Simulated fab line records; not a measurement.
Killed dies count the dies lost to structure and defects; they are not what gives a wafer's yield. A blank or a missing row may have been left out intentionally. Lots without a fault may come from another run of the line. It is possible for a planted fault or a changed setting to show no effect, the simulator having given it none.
Lot-split experiment    flow n5 finfet    route with 1938 steps; 7 lots, 21 wafers read

== THE SPLIT ==
At N5_HKMG_FIN_ETCH_55 (etches SOC in N2/H2, target depth 240 nm, time 300 s), the setting bias w was moved away from the recipe's 150 W on 4 of the 21 wafers read, by -14.5% to -9.7%. The other wafers ran this setting at the recipe's value.

The reading comes from the split's own step.

== THE READING ==
rf vpp V, in V, at N5_HKMG_FIN_ETCH_55 (etches SOC in N2/H2, target depth 240 nm, time 300 s). Typical for fault-free wafers on this fab line: 524.4 V, with standard deviation 2.2 V.

wafer   tool, chamber at the split  bias w as run, W  against the recipe  rf vpp V, V  against lot-mates on the recipe
L077.2  rie diel-06, 0              150               recipe              522.5        -
L077.3  rie diel-06, 2              135.2             -9.9%               494.0        -29.5
L077.4  rie diel-06, 3              150               recipe              524.6        -
L082.1  rie diel-04, 0              135.5             -9.7%               495.1        -31.5
L082.2  rie diel-04, 1              150               recipe              526.6        -
L082.3  rie diel-04, 2              135.5             -9.7%               489.1        -37.5
L083.1  rie diel-06, 3              150               recipe              524.2        -
L083.2  rie diel-06, 1              150               recipe              524.4        -
L083.6  rie diel-06, 3              128.3             -14.5%              474.6        -49.7
L084.4  rie diel-05, 3              150               recipe              527.0        -
L084.5  rie diel-05, 1              150               recipe              520.3        -
L084.6  rie diel-05, 0              150               recipe              521.1        -
L085.1  rie diel-06, 2              150               recipe              527.7        -
L085.3  rie diel-06, 0              150               recipe              523.5        -
L085.5  rie diel-06, 2              150               recipe              527.6        -
L087.1  rie diel-04, 2              150               recipe              523.1        -
L087.4  rie diel-04, 0              150               recipe              525.8        -
L087.5  rie diel-04, 0              150               recipe              526.6        -
L096.3  rie diel-04, 1              150               recipe              525.8        -
L096.4  rie diel-04, 3              150               recipe              521.8        -
L096.5  rie diel-04, 1              150               recipe              524.7        -

FIT RESULTS
A straight line over all 21 wafers: rf vpp V changes by +3.35 V for each +1% of bias w; r = +0.99; the points scatter about the line by 2.4 V.
The same after taking each lot's own level away (the mean of its wafers on the recipe; 21 wafers): +3.4 V for each +1%; r = +0.99; scatter 2.2 V.
According to that fit, moving bias w by its largest amount changes the reading by 49 V.
The span of the lots' own levels, 522.80 to 526.60 V, comes to 1.7 times the standard deviation stated above.
So the lot-to-lot level changes the slope little: the two slopes agree.
Check: -48.8 V against its lot-mates is what the line predicts for one of the wafers moved furthest among these (-14.5%) when that wafer is left out of the fit. It came out at -49.7 V against them.
Tool readings at the split's step, against how far the setting was moved: rf vpp V r = +0.99.

== THESE WAFERS: OTHER SPLITS ==
These wafers also went through other splits before the reading. Each is held against what the fit with the lots' levels taken away leaves over:
other split on the same wafers  wafers away from the commonest value  r with rf vpp V (lot level and that fit taken away)
N5_SDB_ALD_29 ald cycles        7                                     -0.14

== THE WHOLE CHAIN: every reading that the file lists as answering this split, in the file's order ==
step                 what it does                                          reading                                                                            change (the file's fit)                r (the file's)
N5_HKMG_FIN_ETCH_55  etches SOC in N2/H2, target depth 240 nm, time 300 s  rf vpp V                                                                           +3.36 V for each +1% of the setting    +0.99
N5_HKMG_FIN_ETCH_55  etches SOC in N2/H2, target depth 240 nm, time 300 s  SiARC_of_HKMG_FIN_COAT_42.thk nm (the simulator's own value, which no gauge read)  -0.149 nm for each +1% of the setting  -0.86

== FILE'S OWN FIT ==
rf vpp V changes by +3.36 V for each +1% of bias w, r = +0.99.
